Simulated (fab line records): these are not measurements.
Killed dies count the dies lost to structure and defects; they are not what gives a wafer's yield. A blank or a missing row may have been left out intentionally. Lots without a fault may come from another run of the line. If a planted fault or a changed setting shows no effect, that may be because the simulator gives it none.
Matching of chambers :: flow n5Finfet :: 4 sister chambers for N5_BEOL_M11_CMP_52 on cmp-02
The step polishes, stops on SiCOH lowk, t overpolish 7 s, target thk 140 nm. 7 wafers are shown with their chamber, then 7 later ones without.

== EACH WAFER AND ITS CHAMBER ==
wafer: L076.2
chamber: 3
motorCurrentA (A): 6.6
timeToEndpointS (s): 67

wafer: L077.5
chamber: 2
motorCurrentA (A): 5.1
timeToEndpointS (s): 71

wafer: L090.1
chamber: 1
motorCurrentA (A): 6.1
timeToEndpointS (s): 65

wafer: L090.4
chamber: 2
motorCurrentA (A): 5.1
timeToEndpointS (s): 71

wafer: L090.5
chamber: 0
motorCurrentA (A): 7.6
timeToEndpointS (s): 64

wafer: L092.1
chamber: 0
motorCurrentA (A): 7.8
timeToEndpointS (s): 59

wafer: L092.4
chamber: 1
motorCurrentA (A): 6.1
timeToEndpointS (s): 60

== WAFERS WITHOUT THEIR CHAMBER ==
wafer: L092.6
motorCurrentA (A): 7.7
timeToEndpointS (s): 58

wafer: L094.3
motorCurrentA (A): 4.9
timeToEndpointS (s): 68

wafer: L094.4
motorCurrentA (A): 7.9
timeToEndpointS (s): 63

wafer: L094.6
motorCurrentA (A): 5.2
timeToEndpointS (s): 68

wafer: L097.3
motorCurrentA (A): 6.8
timeToEndpointS (s): 66

wafer: L097.4
motorCurrentA (A): 5.5
timeToEndpointS (s): 72

wafer: L097.6
motorCurrentA (A): 5.2
timeToEndpointS (s): 73

== WHICH CHAMBER EACH ONE RAN IN ==
wafer: L092.6
from the rows above: 0
in truth: 0

wafer: L094.3
from the rows above: 2
in truth: 2

wafer: L094.4
from the rows above: 0
in truth: 0

wafer: L094.6
from the rows above: 2
in truth: 2

wafer: L097.3
from the rows above: 3
in truth: 3

wafer: L097.4
from the rows above: 2
in truth: 2

wafer: L097.6
from the rows above: 2
in truth: 2
7 of 7 placed correctly. From these rows, 0 cannot be placed. 0 placed wrongly.
How it was worked out, from the rows above alone: a wafer's distance from a chamber is the root of the sum, over the readings, of the square of ((its reading less the chamber's mean) divided by the reading's scatter). If the next closest chamber is less than 2 further off than the closest, the wafer can't be placed; otherwise it belongs to the closest. A chamber's mean is the mean of its shown wafers. How the scatter is found: for the shown wafers, subtract from each reading the mean of its chamber, square and add these, divide the total by (wafers less chambers), then take the root.
